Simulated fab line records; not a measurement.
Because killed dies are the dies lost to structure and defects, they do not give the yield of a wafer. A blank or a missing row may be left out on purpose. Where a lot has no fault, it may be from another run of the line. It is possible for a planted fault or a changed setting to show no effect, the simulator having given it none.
What tool caused it? :: flow nand harc :: 24 lots with 72 wafers sampled at 4 steps, on a route of 1159 steps

WHAT THE GAUGES SHOWED, per wafer
NHARC_A_SLIT_OVL_MEAS_10.
lot: L074
measured: day 14 09:08
on: overlay-02
overlay x nm (nm): 0.2 0.3 0.4
overlay y nm (nm): -0.5 -0.9 -0.7

lot: L075
measured: day 14 08:46
on: overlay-02
overlay x nm (nm): -0.5 -0.8 -0.5
overlay y nm (nm): -0.5 -0.4 -0.4

lot: L076
measured: day 15 01:52
on: overlay-02
overlay x nm (nm): 0.7 0.9 1.1
overlay y nm (nm): -0.2 -0.3 -0.7

lot: L077
measured: day 15 03:16
on: overlay-01
overlay x nm (nm): 0.6 0.2 0.5
overlay y nm (nm): 0.2 0.9 0.9

lot: L078
measured: day 15 01:35
on: overlay-01
overlay x nm (nm): -0.2 -0.2 0.2
overlay y nm (nm): -0.6 0.4 -0.4

lot: L080
measured: day 15 08:06
on: overlay-01
overlay x nm (nm): 1.7 1.2 0.7
overlay y nm (nm): 0.9 0.6 1.1

lot: L079
measured: day 15 08:23
on: overlay-02
overlay x nm (nm): 0.0 -0.2 -0.6
overlay y nm (nm): 0.1 0.6 0.4

lot: L082
measured: day 15 20:07
on: overlay-01
overlay x nm (nm): -0.5 -1.1 0.0
overlay y nm (nm): -0.5 0.0 -0.5

lot: L083
measured: day 15 21:10
on: overlay-02
overlay x nm (nm): -1.8 -2.1 -2.1
overlay y nm (nm): -1.2 -0.9 -0.8

lot: L081
measured: day 16 11:31
on: overlay-02
overlay x nm (nm): 0.8 0.8 1.0
overlay y nm (nm): -1.0 -1.6 -1.7

lot: L085
measured: day 16 19:28
on: overlay-01
overlay x nm (nm): -0.2 -1.0 -0.3
overlay y nm (nm): -1.5 -1.5 -1.6

lot: L084
measured: day 16 19:44
on: overlay-01
overlay x nm (nm): 0.2 0.6 0.4
overlay y nm (nm): 0.9 1.0 0.8

lot: L086
measured: day 17 09:10
on: overlay-02
overlay x nm (nm): -1.0 -1.1 -0.8
overlay y nm (nm): -0.4 -0.7 -0.7

lot: L087
measured: day 17 07:51
on: overlay-02
overlay x nm (nm): -0.5 -0.2 -0.5
overlay y nm (nm): 1.0 0.5 0.9

lot: L088
measured: day 17 17:29
on: overlay-02
overlay x nm (nm): -0.2 0.0 -0.3
overlay y nm (nm): -1.5 -1.5 -1.1

lot: L089
measured: day 17 17:39
on: overlay-02
overlay x nm (nm): 0.6 1.0 0.3
overlay y nm (nm): -0.5 -0.1 -0.8

lot: L090
measured: day 18 09:50
on: overlay-01
overlay x nm (nm): 0.2 0.5 0.6
overlay y nm (nm): -0.4 -0.9 -0.2

lot: L091
measured: day 18 11:05
on: overlay-02
overlay x nm (nm): 1.6 1.1 1.6
overlay y nm (nm): -0.9 -1.1 -0.3

lot: L093
measured: day 18 11:38
on: overlay-01
overlay x nm (nm): -0.2 -0.6 0.1
overlay y nm (nm): -1.4 -1.4 -1.1

lot: L092
measured: day 18 13:08
on: overlay-02
overlay x nm (nm): -0.2 -0.4 -0.3
overlay y nm (nm): -0.9 -0.6 -1.2

lot: L094
measured: day 18 21:15
on: overlay-01
overlay x nm (nm): -1.2 -1.0 -1.4
overlay y nm (nm): 0.1 1.0 0.6

lot: L095
measured: day 18 21:26
on: overlay-01
overlay x nm (nm): -0.4 0.0 -0.2
overlay y nm (nm): 1.1 0.4 0.8

lot: L097
measured: day 19 18:11
on: overlay-01
overlay x nm (nm): 0.8 1.3 0.1
overlay y nm (nm): 0.7 0.5 1.0

lot: L096
measured: day 20 04:02
on: overlay-02
overlay x nm (nm): 0.4 0.7 0.2
overlay y nm (nm): 0.7 1.3 0.9

EACH LOT AND THE TOOL THAT RAN IT (in order: tool; ch and the chambers of the sampled wafers; start)
lot: L074
NHARC_A_STAIRCASE_DEP_417: pecvd-01 ch 1,2, day 12 04:21
NHARC_A_STAIRCASE_ALD_420: ald hk-02 ch 0,1,2, day 12 08:26
NHARC_A_STAIRCASE_ETCHBACK_157: rie diel-06 ch 0,2,3, day 13 21:54

lot: L075
NHARC_A_STAIRCASE_DEP_417: pecvd-02 ch 0,1, day 12 05:16
NHARC_A_STAIRCASE_ALD_420: ald hk-03 ch 2,3, day 12 08:50
NHARC_A_STAIRCASE_ETCHBACK_157: rie diel-06 ch 0,2,3, day 13 20:55

lot: L076
NHARC_A_STAIRCASE_DEP_417: pecvd-04 ch 0,2, day 12 12:56
NHARC_A_STAIRCASE_ALD_420: ald hk-03 ch 0,1,2, day 12 18:59
NHARC_A_STAIRCASE_ETCHBACK_157: rie diel-12 ch 0,1,3, day 14 12:12

lot: L077
NHARC_A_STAIRCASE_DEP_417: pecvd-02 ch 1,2, day 12 19:46
NHARC_A_STAIRCASE_ALD_420: ald hk-04 ch 0,2, day 12 23:29
NHARC_A_STAIRCASE_ETCHBACK_157: rie diel-08 ch 0,1,2, day 14 12:20

lot: L078
NHARC_A_STAIRCASE_DEP_417: pecvd-04 ch 0,2, day 12 22:07
NHARC_A_STAIRCASE_ALD_420: ald hk-03 ch 0,1,2, day 12 23:47
NHARC_A_STAIRCASE_ETCHBACK_157: rie diel-12 ch 0,2,3, day 14 12:46

lot: L080
NHARC_A_STAIRCASE_DEP_417: pecvd-04 ch 0,1, day 13 02:47
NHARC_A_STAIRCASE_ALD_420: ald hk-02 ch 0,1, day 13 06:28
NHARC_A_STAIRCASE_ETCHBACK_157: rie diel-08 ch 1,3, day 14 19:28

lot: L079
NHARC_A_STAIRCASE_DEP_417: pecvd-04 ch 0,2, day 13 03:10
NHARC_A_STAIRCASE_ALD_420: ald hk-03 ch 1,2, day 13 06:28
NHARC_A_STAIRCASE_ETCHBACK_157: rie diel-12 ch 1,2,3, day 14 19:47

lot: L082
NHARC_A_STAIRCASE_DEP_417: pecvd-02 ch 0,1,2, day 13 14:46
NHARC_A_STAIRCASE_ALD_420: ald hk-02 ch 1,3, day 13 18:36
NHARC_A_STAIRCASE_ETCHBACK_157: rie diel-08 ch 2,3, day 15 08:58

lot: L083
NHARC_A_STAIRCASE_DEP_417: pecvd-01 ch 1,2, day 13 17:25
NHARC_A_STAIRCASE_ALD_420: ald hk-04 ch 1,2, day 13 18:43
NHARC_A_STAIRCASE_ETCHBACK_157: rie diel-12 ch 1,2, day 15 08:49

lot: L081
NHARC_A_STAIRCASE_DEP_417: pecvd-02 ch 0,1, day 14 01:12
NHARC_A_STAIRCASE_ALD_420: ald hk-03 ch 0,1,3, day 14 04:59
NHARC_A_STAIRCASE_ETCHBACK_157: rie diel-12 ch 0,2,3, day 15 20:36

lot: L085
NHARC_A_STAIRCASE_DEP_417: pecvd-04 ch 0,1,2, day 14 12:47
NHARC_A_STAIRCASE_ALD_420: ald hk-04 ch 0,3, day 14 18:13
NHARC_A_STAIRCASE_ETCHBACK_157: rie diel-08 ch 1,2,3, day 16 08:46

lot: L084
NHARC_A_STAIRCASE_DEP_417: pecvd-01 ch 0,1, day 14 14:32
NHARC_A_STAIRCASE_ALD_420: ald hk-04 ch 0,3, day 14 19:01
NHARC_A_STAIRCASE_ETCHBACK_157: rie diel-08 ch 2,3, day 16 08:27

lot: L086
NHARC_A_STAIRCASE_DEP_417: pecvd-01 ch 0,1,2, day 15 02:55
NHARC_A_STAIRCASE_ALD_420: ald hk-04 ch 0,2,3, day 15 06:42
NHARC_A_STAIRCASE_ETCHBACK_157: rie diel-08 ch 0,2,3, day 16 18:23

lot: L087
NHARC_A_STAIRCASE_DEP_417: pecvd-01 ch 0,2, day 15 03:52
NHARC_A_STAIRCASE_ALD_420: ald hk-04 ch 0,1,3, day 15 07:49
NHARC_A_STAIRCASE_ETCHBACK_157: rie diel-06 ch 0,1,3, day 16 17:46

lot: L088
NHARC_A_STAIRCASE_DEP_417: pecvd-04 ch 0,1,2, day 15 10:58
NHARC_A_STAIRCASE_ALD_420: ald hk-03 ch 0,1,3, day 15 15:01
NHARC_A_STAIRCASE_ETCHBACK_157: rie diel-08 ch 0,2,3, day 17 03:44

lot: L089
NHARC_A_STAIRCASE_DEP_417: pecvd-01 ch 0,1,2, day 15 16:31
NHARC_A_STAIRCASE_ALD_420: ald hk-04 ch 0,2,3, day 15 20:38
NHARC_A_STAIRCASE_ETCHBACK_157: rie diel-06 ch 0,1,2, day 17 05:26

lot: L090
NHARC_A_STAIRCASE_DEP_417: pecvd-01 ch 0,1,2, day 16 05:05
NHARC_A_STAIRCASE_ALD_420: ald hk-04 ch 0,2,3, day 16 09:01
NHARC_A_STAIRCASE_ETCHBACK_157: rie diel-08 ch 0,1, day 17 22:26

lot: L091
NHARC_A_STAIRCASE_DEP_417: pecvd-01 ch 1,2, day 16 06:07
NHARC_A_STAIRCASE_ALD_420: ald hk-03 ch 1,2,3, day 16 09:01
NHARC_A_STAIRCASE_ETCHBACK_157: rie diel-06 ch 2,3, day 18 00:20

lot: L093
NHARC_A_STAIRCASE_DEP_417: pecvd-02 ch 0,1,2, day 16 08:16
NHARC_A_STAIRCASE_ALD_420: ald hk-04 ch 0,1,3, day 16 12:04
NHARC_A_STAIRCASE_ETCHBACK_157: rie diel-06 ch 0,1,3, day 17 22:41

lot: L092
NHARC_A_STAIRCASE_DEP_417: pecvd-01 ch 0,1,2, day 16 09:52
NHARC_A_STAIRCASE_ALD_420: ald hk-03 ch 1,2, day 16 12:03
NHARC_A_STAIRCASE_ETCHBACK_157: rie diel-08 ch 0,1,2, day 17 22:55

lot: L094
NHARC_A_STAIRCASE_DEP_417: pecvd-02 ch 1,2, day 16 19:33
NHARC_A_STAIRCASE_ALD_420: ald hk-03 ch 2,3, day 16 23:14
NHARC_A_STAIRCASE_ETCHBACK_157: rie diel-08 ch 0,1,2, day 18 09:46

lot: L095
NHARC_A_STAIRCASE_DEP_417: pecvd-01 ch 1,2, day 16 20:53
NHARC_A_STAIRCASE_ALD_420: ald hk-04 ch 0,3, day 16 23:24
NHARC_A_STAIRCASE_ETCHBACK_157: rie diel-08 ch 0,1,2, day 18 10:20

lot: L097
NHARC_A_STAIRCASE_DEP_417: pecvd-02 ch 0,1, day 17 11:43
NHARC_A_STAIRCASE_ALD_420: ald hk-03 ch 0,1,3, day 17 15:29
NHARC_A_STAIRCASE_ETCHBACK_157: rie diel-08 ch 0,3, day 19 04:52

lot: L096
NHARC_A_STAIRCASE_DEP_417: pecvd-02 ch 0,1,2, day 17 20:55
NHARC_A_STAIRCASE_ALD_420: ald hk-04 ch 1,2,3, day 18 00:56
NHARC_A_STAIRCASE_ETCHBACK_157: rie diel-06 ch 0,3, day 19 14:55
- NHARC_A_STAIRCASE_DEP_417: deposits Si3N4, target thk 60 nm.
- NHARC_A_STAIRCASE_ALD_420: deposits SiO2, target thk 20 nm, pulse time 6 s, ald cycles 200.
- NHARC_A_STAIRCASE_ETCHBACK_157: etches the open film in CH3F/O2, target depth 90 nm, time 167.14 s.

AS READ BY THE TOOLS THEMSELVES (means over the sampled wafers that have a number; for cases with no such wafer, the mark the record gives instead)
NHARC_A_STAIRCASE_DEP_417.
lot: L074
tool: pecvd-01
heater power w (W): 655

lot: L075
tool: pecvd-02
heater power w (W): 786

lot: L076
tool: pecvd-04
heater power w (W): 693

lot: L077
tool: pecvd-02
heater power w (W): 643

lot: L078
tool: pecvd-04
heater power w (W): 747

lot: L080
tool: pecvd-04
heater power w (W): 831

lot: L079
tool: pecvd-04
heater power w (W): 793

lot: L082
tool: pecvd-02
heater power w (W): 695

lot: L083
tool: pecvd-01
heater power w (W): 623

lot: L081
tool: pecvd-02
heater power w (W): 768

lot: L085
tool: pecvd-04
heater power w (W): 770

lot: L084
tool: pecvd-01
heater power w (W): 711

lot: L086
tool: pecvd-01
heater power w (W): 702

lot: L087
tool: pecvd-01
heater power w (W): 664

lot: L088
tool: pecvd-04
heater power w (W): 782

lot: L089
tool: pecvd-01
heater power w (W): 666

lot: L090
tool: pecvd-01
heater power w (W): 642

lot: L091
tool: pecvd-01
heater power w (W): 732

lot: L093
tool: pecvd-02
heater power w (W): 750

lot: L092
tool: pecvd-01
heater power w (W): 676

lot: L094
tool: pecvd-02
heater power w (W): 661

lot: L095
tool: pecvd-01
heater power w (W): 663

lot: L097
tool: pecvd-02
heater power w (W): 692

lot: L096
tool: pecvd-02
heater power w (W): 675

NHARC_A_STAIRCASE_ALD_420.
lot: L074
tool: ald hk-02
heater power w (W): 475
precursor pulse height rel: 1.019

lot: L075
tool: ald hk-03
heater power w (W): 476
precursor pulse height rel: 1.005

lot: L076
tool: ald hk-03
heater power w (W): 470
precursor pulse height rel: 1.007

lot: L077
tool: ald hk-04
heater power w (W): 467
precursor pulse height rel: 0.998

lot: L078
tool: ald hk-03
heater power w (W): 472
precursor pulse height rel: 1.014

lot: L080
tool: ald hk-02
heater power w (W): 438
precursor pulse height rel: 0.980

lot: L079
tool: ald hk-03
heater power w (W): 464
precursor pulse height rel: 0.986

lot: L082
tool: ald hk-02
heater power w (W): 462
precursor pulse height rel: 0.996

lot: L083
tool: ald hk-04
heater power w (W): 464
precursor pulse height rel: 0.992

lot: L081
tool: ald hk-03
heater power w (W): 413
precursor pulse height rel: 1.009

lot: L085
tool: ald hk-04
heater power w (W): 526
precursor pulse height rel: 1.003

lot: L084
tool: ald hk-04
heater power w (W): 516
precursor pulse height rel: 1.013

lot: L086
tool: ald hk-04
heater power w (W): 497
precursor pulse height rel: 1.014

lot: L087
tool: ald hk-04
heater power w (W): 516
precursor pulse height rel: 1.002

lot: L088
tool: ald hk-03
heater power w (W): 426
precursor pulse height rel: 0.983

lot: L089
tool: ald hk-04
heater power w (W): 491
precursor pulse height rel: 1.024

lot: L090
tool: ald hk-04
heater power w (W): 494
precursor pulse height rel: 0.998

lot: L091
tool: ald hk-03
heater power w (W): 442
precursor pulse height rel: 1.011

lot: L093
tool: ald hk-04
heater power w (W): 509
precursor pulse height rel: 1.016

lot: L092
tool: ald hk-03
heater power w (W): 482
precursor pulse height rel: 0.988

lot: L094
tool: ald hk-03
heater power w (W): 418
precursor pulse height rel: 1.025

lot: L095
tool: ald hk-04
heater power w (W): 531
precursor pulse height rel: 0.978

lot: L097
tool: ald hk-03
heater power w (W): 426
precursor pulse height rel: 0.999

lot: L096
tool: ald hk-04
heater power w (W): 482
precursor pulse height rel: 1.002

NHARC_A_STAIRCASE_ETCHBACK_157.
lot: L074
tool: rie diel-06
drypump motor current A (A): 5.9
mfc ar sccm (sccm): 200.6
o2 flow sccm (sccm): 29.96
oes product au (a.u.): 1.00
rf vpp V (V): 245.2
showerhead plenum p Torr (Torr): 2.49
throttle valve pct (%): 20.668

lot: L075
tool: rie diel-06
drypump motor current A (A): 5.8
mfc ar sccm (sccm): 199.7
o2 flow sccm (sccm): 29.99
oes product au (a.u.): 0.92
rf vpp V (V): 245.2
showerhead plenum p Torr (Torr): 2.49
throttle valve pct (%): 20.666

lot: L076
tool: rie diel-12
drypump motor current A (A): 5.5
mfc ar sccm (sccm): 199.7
o2 flow sccm (sccm): 30.02
oes product au (a.u.): 0.95
rf vpp V (V): 243.9
showerhead plenum p Torr (Torr): 2.45
throttle valve pct (%): 20.662

lot: L077
tool: rie diel-08
drypump motor current A (A): 6.1
mfc ar sccm (sccm): 200.7
o2 flow sccm (sccm): 29.97
oes product au (a.u.): 1.00
rf vpp V (V): 242.7
showerhead plenum p Torr (Torr): 2.42
throttle valve pct (%): 20.666

lot: L078
tool: rie diel-12
drypump motor current A (A): 5.3
mfc ar sccm (sccm): 200.0
o2 flow sccm (sccm): 30.01
oes product au (a.u.): 1.00
rf vpp V (V): 243.8
showerhead plenum p Torr (Torr): 2.42
throttle valve pct (%): 20.671

lot: L080
tool: rie diel-08
drypump motor current A (A): 5.7
mfc ar sccm (sccm): 199.8
o2 flow sccm (sccm): 29.98
oes product au (a.u.): 0.99
rf vpp V (V): 243.9
showerhead plenum p Torr (Torr): 2.46
throttle valve pct (%): 20.653

lot: L079
tool: rie diel-12
drypump motor current A (A): 5.4
mfc ar sccm (sccm): 199.8
o2 flow sccm (sccm): 29.98
oes product au (a.u.): 0.99
rf vpp V (V): 244.3
showerhead plenum p Torr (Torr): 2.46
throttle valve pct (%): 20.656

lot: L082
tool: rie diel-08
drypump motor current A (A): 5.6
mfc ar sccm (sccm): 199.7
o2 flow sccm (sccm): 29.95
oes product au (a.u.): 1.00
rf vpp V (V): 242.7
showerhead plenum p Torr (Torr): 2.34
throttle valve pct (%): 20.658

lot: L083
tool: rie diel-12
drypump motor current A (A): 5.7
mfc ar sccm (sccm): 199.4
o2 flow sccm (sccm): 30.00
oes product au (a.u.): 0.95
rf vpp V (V): 245.3
showerhead plenum p Torr (Torr): 2.48
throttle valve pct (%): 20.662

lot: L081
tool: rie diel-12
drypump motor current A (A): 5.3
mfc ar sccm (sccm): 200.2
o2 flow sccm (sccm): 29.96
oes product au (a.u.): 0.92
rf vpp V (V): 244.6
showerhead plenum p Torr (Torr): 2.42
throttle valve pct (%): 20.661

lot: L085
tool: rie diel-08
drypump motor current A (A): 5.9
mfc ar sccm (sccm): 200.0
o2 flow sccm (sccm): 29.97
oes product au (a.u.): 1.00
rf vpp V (V): 243.7
showerhead plenum p Torr (Torr): 2.42
throttle valve pct (%): 20.665

lot: L084
tool: rie diel-08
drypump motor current A (A): 5.4
mfc ar sccm (sccm): 199.6
o2 flow sccm (sccm): 29.96
oes product au (a.u.): 0.96
rf vpp V (V): 243.0
showerhead plenum p Torr (Torr): 2.37
throttle valve pct (%): 20.668

lot: L086
tool: rie diel-08
drypump motor current A (A): 5.6
mfc ar sccm (sccm): 199.8
o2 flow sccm (sccm): 29.92
oes product au (a.u.): 0.94
rf vpp V (V): 243.4
showerhead plenum p Torr (Torr): 2.35
throttle valve pct (%): 20.669

lot: L087
tool: rie diel-06
drypump motor current A (A): 5.7
mfc ar sccm (sccm): 199.5
o2 flow sccm (sccm): 30.03
oes product au (a.u.): 0.92
rf vpp V (V): 245.0
showerhead plenum p Torr (Torr): 2.49
throttle valve pct (%): 20.672

lot: L088
tool: rie diel-08
drypump motor current A (A): 5.6
mfc ar sccm (sccm): 200.1
o2 flow sccm (sccm): 29.94
oes product au (a.u.): 0.97
rf vpp V (V): 243.2
showerhead plenum p Torr (Torr): 2.35
throttle valve pct (%): 20.671

lot: L089
tool: rie diel-06
drypump motor current A (A): 5.7
mfc ar sccm (sccm): 200.1
o2 flow sccm (sccm): 29.95
oes product au (a.u.): 0.97
rf vpp V (V): 244.6
showerhead plenum p Torr (Torr): 2.48
throttle valve pct (%): 20.674

lot: L090
tool: rie diel-08
drypump motor current A (A): 6.3
mfc ar sccm (sccm): 199.8
o2 flow sccm (sccm): 29.96
oes product au (a.u.): 0.96
rf vpp V (V): 244.2
showerhead plenum p Torr (Torr): 2.49
throttle valve pct (%): 20.663

lot: L091
tool: rie diel-06
drypump motor current A (A): 6.1
mfc ar sccm (sccm): 201.2
o2 flow sccm (sccm): 30.07
oes product au (a.u.): 1.00
rf vpp V (V): 245.4
showerhead plenum p Torr (Torr): 2.51
throttle valve pct (%): 20.653

lot: L093
tool: rie diel-06
drypump motor current A (A): 5.7
mfc ar sccm (sccm): 200.2
o2 flow sccm (sccm): 29.96
oes product au (a.u.): 0.99
rf vpp V (V): 245.0
showerhead plenum p Torr (Torr): 2.49
throttle valve pct (%): 20.661

lot: L092
tool: rie diel-08
drypump motor current A (A): 6.0
mfc ar sccm (sccm): 199.8
o2 flow sccm (sccm): 30.02
oes product au (a.u.): 0.92
rf vpp V (V): 243.3
showerhead plenum p Torr (Torr): 2.40
throttle valve pct (%): 20.661

lot: L094
tool: rie diel-08
drypump motor current A (A): 6.1
mfc ar sccm (sccm): 200.4
o2 flow sccm (sccm): 30.05
oes product au (a.u.): 0.93
rf vpp V (V): 243.5
showerhead plenum p Torr (Torr): 2.40
throttle valve pct (%): 20.657

lot: L095
tool: rie diel-08
drypump motor current A (A): 6.1
mfc ar sccm (sccm): 200.0
o2 flow sccm (sccm): 30.05
oes product au (a.u.): 1.01
rf vpp V (V): 243.0
showerhead plenum p Torr (Torr): 2.40
throttle valve pct (%): 20.662

lot: L097
tool: rie diel-08
drypump motor current A (A): 5.6
mfc ar sccm (sccm): 199.9
o2 flow sccm (sccm): 29.92
oes product au (a.u.): 0.93
rf vpp V (V): 242.7
showerhead plenum p Torr (Torr): 2.37
throttle valve pct (%): 20.662

lot: L096
tool: rie diel-06
drypump motor current A (A): 5.8
mfc ar sccm (sccm): 199.7
o2 flow sccm (sccm): 29.89
oes product au (a.u.): 1.00
rf vpp V (V): 244.5
showerhead plenum p Torr (Torr): 2.49
throttle valve pct (%): 20.654

THE ANSWER, worked out from the rows above alone
Rule: the usual values come from the lots themselves. The widest of any qualifying gaps counts: lots, ordered by their means at a reading, are off when they make up no more than a third of the lots, leave a main group of 4 or more, and stand apart from it by 3 or more times the standard deviation of that group's means. Not used: any main group whose means are identical at the precision the tables above print for the reading. A lot without any number at a reading at which 4 lots or more have one is off too. Where the step has rows for the other lots, those lots are counted as sound. The gauges are gone through in route order, then the tools' own readings, and for those a lot's mean is taken as printed above. At the first step where some lot is off, the reading lying furthest off is the one used; lots without a number count as furthest.
No lot is off on any of the readings shown, so nothing can be concluded from this.

WHAT THE SIMULATOR HAD PUT IN
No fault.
